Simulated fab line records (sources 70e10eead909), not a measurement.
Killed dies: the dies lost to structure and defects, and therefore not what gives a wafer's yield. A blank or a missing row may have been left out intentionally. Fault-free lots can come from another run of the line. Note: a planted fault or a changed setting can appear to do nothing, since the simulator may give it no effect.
Chamber matching ; flow nand harc ; rie diel-03 running NHARC_P_M2_DESCUM_14: 4 sister chambers
The step chemistry O2, time 3 s. 4 wafers are shown with their chamber, then 7 later ones without.

== WAFERS WITH THEIR CHAMBER ==
wafer;chamber;drypump motor current A (A)
L406.3;1;6.0
L410.5;2;6.3
L421.3;3;5.8
L421.5;0;4.7

== WAFERS WITHOUT THEIR CHAMBER ==
wafer;drypump motor current A (A)
L421.6;5.8
L422.1;6.0
L422.2;4.7
L422.4;5.9
L423.2;6.3
L423.3;4.7
L423.4;5.8

== WHICH CHAMBER EACH WENT THROUGH ==
wafer;from the rows above;in truth
L421.6;3;3
L422.1;1;1
L422.2;0;0
L422.4;can't be placed: 1 or 3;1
L423.2;2;2
L423.3;0;0
L423.4;3;3
6 of 7 placed correctly. Unplaceable from these rows: 1, with the true chamber sitting among the candidates in 1. Number placed wrongly: 0.
How it was worked out, from the rows above alone: a wafer's distance from a chamber is the root of the sum, over the readings, of the square of ((its reading less the chamber's mean) divided by the reading's scatter). If the next closest chamber is less than 2 further off than the closest, the wafer can't be placed; otherwise it belongs to the closest. The mean given for a chamber averages the wafers shown for that chamber. The scatter: with one shown wafer a chamber, the root of the mean of the squares of how far each hidden wafer lies from its nearest shown one.
